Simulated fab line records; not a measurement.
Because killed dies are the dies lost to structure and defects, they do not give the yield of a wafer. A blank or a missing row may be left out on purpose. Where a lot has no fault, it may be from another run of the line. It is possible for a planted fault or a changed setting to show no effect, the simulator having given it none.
The tool behind it: which one? | flow nand harc | Sampling: 11 lots, 33 wafers, 4 of 1302 route steps

== WHAT THE GAUGES SHOWED, per wafer ==
NHARC_A_CONTACT_CD_MEAS_08: target cd 200 nm.
lot  | measured     | on        | cd nm (nm)
L074 | day 22 11:09 | cd sem-03 | 198.9 199.8 200.6
L077 | day 23 12:29 | cd sem-01 | 199.8 199.9 200.7
L079 | day 24 02:04 | cd sem-01 | 200.6 200.0 199.1
L081 | day 24 16:49 | cd sem-01 | 201.2 200.0 199.8
L083 | day 26 03:21 | cd sem-02 | 200.5 200.2 200.5
L086 | day 26 16:41 | cd sem-02 | 199.6 200.0 199.6
L087 | day 27 23:19 | cd sem-03 | 200.0 199.7 199.5
L089 | day 29 13:53 | cd sem-02 | 199.4 199.8 197.9
L092 | day 30 06:47 | cd sem-01 | 199.3 199.2 199.8
L093 | day 30 12:17 | cd sem-03 | 200.5 200.8 199.2
L097 | day 31 07:42 | cd sem-01 | 198.8 199.7 198.9

== WHICH TOOL RAN EACH LOT (tool, then ch and the chambers of the sampled wafers, then the start) ==
lot  | NHARC_A_CONTACT_ETCH_130             | NHARC_A_CONTACT_ETCH_97                       | NHARC_A_CONTACT_ETCH_106
L074 | har cap etch-03 ch 0,1, day 22 05:43 | rie diel-13 ch 0,2,3, day 22 07:34 or earlier | rie diel-02 ch 0,1,2, day 22 07:34
L077 | har cap etch-03 ch 0,1, day 23 03:53 | rie diel-02 ch 0,1,2, day 23 06:32 or earlier | rie diel-02 ch 0,2,3, day 23 06:32
L079 | har cap etch-03 ch 0,1, day 23 21:00 | rie diel-02 ch 1,2,3, day 23 22:52 or earlier | rie diel-13 ch 0,1,3, day 23 22:52
L081 | har cap etch-02 ch 0,1, day 24 08:53 | rie diel-02 ch 0,2,3, day 24 10:44 or earlier | rie diel-13 ch 0,1,2, day 24 10:44
L083 | har cap etch-01 ch 0,1, day 25 20:43 | rie diel-03 ch 0,1,3, day 25 22:40 or earlier | rie diel-13 ch 0,3, day 25 22:40
L086 | har cap etch-03 ch 0,1, day 26 11:30 | rie diel-02 ch 2,3, day 26 13:32 or earlier   | rie diel-02 ch 0,2,3, day 26 13:32
L087 | har cap etch-03 ch 0,1, day 27 17:56 | rie diel-13 ch 0,2,3, day 27 19:46 or earlier | rie diel-02 ch 0,1,3, day 27 19:46
L089 | har cap etch-03 ch 0,1, day 29 05:33 | rie diel-13 ch 0,1,3, day 29 07:43 or earlier | rie diel-13 ch 2,3, day 29 07:43
L092 | har cap etch-02 ch 0,1, day 30 01:50 | rie diel-02 ch 1,2, day 30 03:41 or earlier   | rie diel-02 ch 1,2,3, day 30 03:41
L093 | har cap etch-02 ch 0,1, day 30 07:13 | rie diel-02 ch 2,3, day 30 09:02 or earlier   | rie diel-02 ch 1,2, day 30 09:02
L097 | har cap etch-03 ch 0,1, day 31 01:54 | rie diel-03 ch 0,1,2, day 31 03:43 or earlier | rie diel-02 ch 0,1,2, day 31 03:43
- NHARC_A_CONTACT_ETCH_130: etches the open film in C4F8/O2/Ar, time 197 s, target depth 1918 nm.
- NHARC_A_CONTACT_ETCH_97: etches the open film in C4F6/O2, target depth 20 nm, time 10 s.
- NHARC_A_CONTACT_ETCH_106: etches the open film in CF4/O2, target depth 90 nm, overetch 9 nm, time 49.5 s.

== THE ANSWER, worked out from the rows above alone ==
Rule: the usual values come from the lots themselves. Put in order of their means at a reading, lots are off if they are a third of the lots or fewer, leave a main group of 4 or more, and stand apart from it by a gap of 3 or more times the standard deviation of the main group's means; of several such gaps the widest counts. A main group whose means are all the same, to the digits that the tables above print for the reading, isn't used. A lot without any number at a reading at which 4 lots or more have one is off too. The other lots that the step has rows for count as sound.
No lot is off on any of the readings shown, so nothing can be concluded from this.

== WHAT HAD BEEN PUT IN BY THE SIMULATOR ==
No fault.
